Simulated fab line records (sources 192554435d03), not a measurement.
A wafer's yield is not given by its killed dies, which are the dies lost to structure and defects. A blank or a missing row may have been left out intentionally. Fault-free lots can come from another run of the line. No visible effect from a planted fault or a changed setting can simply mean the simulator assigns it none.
Matching of chambers	flow n5Finfet	rieDiel-02 running N5_BEOL_M11_DESCUM_33: 4 sister chambers
The step chemistry O2, time 7.9 s. 8 wafers are shown with their chamber, then 12 later ones without.

== WAFERS WITH THEIR CHAMBER ==
wafer	chamber	drypumpMotorCurrentA (A)	throttleValvePct (%)
L081.5	0	5.6	20.24
L083.5	0	5.6	20.24
L083.6	3	6.2	20.62
L084.4	1	5.2	20.81
L084.6	3	6.2	20.62
L085.3	2	6.4	20.40
L085.4	1	5.2	20.82
L085.5	2	6.5	20.40

== WAFERS WHOSE CHAMBER IS MISSING ==
wafer	drypumpMotorCurrentA (A)	throttleValvePct (%)
L087.1	5.6	20.26
L087.2	5.2	20.81
L087.3	6.4	20.42
L090.3	6.4	20.42
L090.4	6.2	20.20
L090.6	6.4	20.43
L092.4	5.6	20.29
L092.5	5.2	20.31
L092.6	5.6	20.30
L095.2	5.2	20.34
L095.3	5.6	20.30
L095.4	6.4	20.45

== WHICH CHAMBER EACH WENT THROUGH ==
wafer	from the rows above	in truth
L087.1	0	0
L087.2	1	1
L087.3	2	2
L090.3	2	2
L090.4	0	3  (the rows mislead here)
L090.6	2	2
L092.4	0	0
L092.5	0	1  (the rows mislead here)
L092.6	0	0
L095.2	0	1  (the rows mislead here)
L095.3	0	0
L095.4	2	2
9 of 12 placed correctly. Left unplaced by these rows: 0. Placed wrongly: 3.
How it was worked out, from the rows above alone: a wafer's distance from a chamber is the root of the sum, over the readings, of the square of ((its reading less the chamber's mean) divided by the reading's scatter). The wafer belongs to the nearest chamber; if the next one is less than 2 further off, it can't be placed. The mean given for a chamber averages the wafers shown for that chamber. The scatter: the root of (the sum of the squares of (reading less its chamber's mean) over the shown wafers, divided by (wafers less chambers)).
